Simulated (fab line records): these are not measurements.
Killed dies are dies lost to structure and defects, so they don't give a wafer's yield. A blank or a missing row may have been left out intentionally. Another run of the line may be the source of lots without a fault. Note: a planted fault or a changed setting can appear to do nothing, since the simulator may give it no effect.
Split-lot study + flow n5-finfet + 21 wafers read across 7 lots, on a route 1938 steps long

ABOUT THE SPLIT
At N5_BEOL_M11_PECVD_70 (deposits SiO2 from TEOS/O2, target thk 20 nm, time 22.7 s), the setting time-s was moved away from the recipe's 22.7 s on 6 of the 21 wafers read, by -13.8% to +13.7%. All remaining wafers had this setting at the recipe value.

FROM THE SPLIT TO THE READING: what the file shows between them, 15 steps
- N5_BEOL_M11_EXPOSE_08: exposes mask M11 (also split here: dose-mj)
- N5_BEOL_M11_PEB_09: peb time 60 s
- N5_BEOL_M11_DEVELOP_10: develop time 30 s
- N5_BEOL_M11_CD_MEAS_11: target cd 64.1 nm
- N5_BEOL_M11_DESCUM_16: chemistry O2, time 7.9 s
- N5_BEOL_M11_ETCH_61: etches SiARC in CF4, target depth 39 nm, time 65 s
- N5_BEOL_M11_ETCH_62: etches SOC in N2/H2, target depth 110 nm, overetch 22 nm, time 165 s
- N5_BEOL_M11_STRIP_68: strips in N2/H2
- N5_BEOL_M11_STRIP_67: strips in CF4
- N5_BEOL_M11_HM_OPEN_17: chemistry Cl2/BCl3, target TiN, target depth 20 nm, overetch 6 nm
- N5_BEOL_M11_STRIP_19: strips in O2
- N5_BEOL_M11_CD_MEAS_18: pitch 140 nm, target cd 70 nm
- N5_BEOL_M11_COAT_63: time 60 s, resist thk 100 nm
- N5_BEOL_M11_COAT_64: time 60 s, resist thk 30 nm
- N5_BEOL_M11_STRIP_77: strips in N2/H2, time 10 s

THE READING
SiO2_of_BEOL_M11_PECVD_70.thk-nm (the simulator's own value, which no gauge read), in nm, at N5_BEOL_M11_HM_STRIP_39 (strips TiN in peroxide tin strip, target depth 25 nm, time 158 s). There is no usual value for it anywhere in the file. Here, 15 wafers ran the recipe; their average is 19.8 nm with a standard deviation of 0.31 nm.

| wafer  | tool, chamber at the split | time-s as run, s | against the recipe | SiO2_of_BEOL_M11_PECVD_70.thk-nm, nm | against lot-mates on the recipe |
|--------|----------------------------|------------------|--------------------|--------------------------------------|---------------------------------|
| L074.1 | pecvd-01, 2,1              | 19.56            | -13.8%             | 17                                   | -2.8                            |
| L074.2 | pecvd-01, 0                | 22.7             | recipe             | 19.8                                 | -                               |
| L074.3 | pecvd-01, 2,1              | 19.56            | -13.8%             | 16.8                                 | -3.0                            |
| L079.2 | pecvd-01, 2,1              | 22.7             | recipe             | 19.4                                 | -                               |
| L079.6 | pecvd-01, 2,1              | 22.7             | recipe             | 19.4                                 | -                               |
| L079.4 | pecvd-01, 0                | 22.7             | recipe             | 20.4                                 | -                               |
| L083.2 | pecvd-04, 2                | 22.7             | recipe             | 19.8                                 | -                               |
| L083.3 | pecvd-04, 0                | 22.7             | recipe             | 19.6                                 | -                               |
| L083.4 | pecvd-04, 1                | 22.7             | recipe             | 20.2                                 | -                               |
| L087.4 | pecvd-01, 1                | 22.7             | recipe             | 19.4                                 | -                               |
| L087.5 | pecvd-01, 0                | 22.7             | recipe             | 20                                   | -                               |
| L087.6 | pecvd-01, 2                | 22.7             | recipe             | 19.6                                 | -                               |
| L092.1 | pecvd-04, 2                | 22.7             | recipe             | 19.4                                 | -                               |
| L092.3 | pecvd-04, 1                | 22.7             | recipe             | 19.8                                 | -                               |
| L092.4 | pecvd-04, 2                | 22.7             | recipe             | 20                                   | -                               |
| L094.3 | pecvd-03, 2                | 25.81            | +13.7%             | 22.6                                 | +2.4                            |
| L094.5 | pecvd-03, 1                | 22.7             | recipe             | 20.2                                 | -                               |
| L094.6 | pecvd-03, 2                | 25.81            | +13.7%             | 23.2                                 | +3.0                            |
| L095.1 | pecvd-04, 0                | 21.09            | -7.1%              | 18.8                                 | -1.0                            |
| L095.3 | pecvd-04, 1                | 22.7             | recipe             | 19.8                                 | -                               |
| L095.4 | pecvd-04, 1                | 21.09            | -7.1%              | 19.2                                 | -0.6                            |
Rows listing several chambers each stand for several wafers; the file does not say which wafer went through which chamber.

THE FIT
A straight line over all 21 wafers: SiO2_of_BEOL_M11_PECVD_70.thk-nm changes by +0.207 nm for each +1% of time-s; r = +0.97; the points scatter about the line by 0.38 nm.
The same after taking each lot's own level away (the mean of its wafers on the recipe; 21 wafers): +0.193 nm for each +1%; r = +0.97; scatter 0.34 nm.
According to that fit, moving time-s by its largest amount changes the reading by 2.7 nm.
From 19.67 to 20.20 nm: that is the span of the lots' own levels, equal to 1.7 times the standard deviation above.
The two slopes agree, so the slope changes little with the lot-to-lot level.
Check: for one of the wafers moved furthest among these (-13.8%), held out of the fit, the line's prediction against its lot-mates is -2.58 nm. Against them it came out at -2.8 nm.

OTHER SPLITS APPLIED TO THESE WAFERS
Other splits were also applied to these wafers ahead of the reading. Each is held against what the fit with the lots' levels taken away leaves over:
| other split on the same wafers | wafers away from the commonest value | r with SiO2_of_BEOL_M11_PECVD_70.thk-nm (lot level and that fit taken away) |
|--------------------------------|--------------------------------------|-----------------------------------------------------------------------------|
| N5_BEOL_M10_COAT_63 spin-rpm   | 6                                    | +0.04                                                                       |
| N5_BEOL_M10_COAT_22 spin-rpm   | 4                                    | +0.12                                                                       |
| N5_BEOL_M11_EXPOSE_08 dose-mj  | 8                                    | -0.14                                                                       |

THE WHOLE CHAIN: every reading that the file lists as answering this split, in the file's order
| step                    | what it does                                                     | reading                                                                           | change (the file's fit)               | r (the file's) |
|-------------------------|------------------------------------------------------------------|-----------------------------------------------------------------------------------|---------------------------------------|----------------|
| N5_BEOL_M11_PECVD_70    | deposits SiO2 from TEOS/O2, target thk 20 nm, time 22.7 s        | SiO2_of_BEOL_M11_PECVD_70.thk-nm (the simulator's own value, which no gauge read) | +0.196 nm for each +1% of the setting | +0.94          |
| N5_BEOL_M11_HM_STRIP_39 | strips TiN in peroxide tin strip, target depth 25 nm, time 158 s | SiO2_of_BEOL_M11_PECVD_70.thk-nm (the simulator's own value, which no gauge read) | +0.193 nm for each +1% of the setting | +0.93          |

FILE'S OWN FIT
SiO2_of_BEOL_M11_PECVD_70.thk-nm changes by +0.193 nm for each +1% of time-s, r = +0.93.
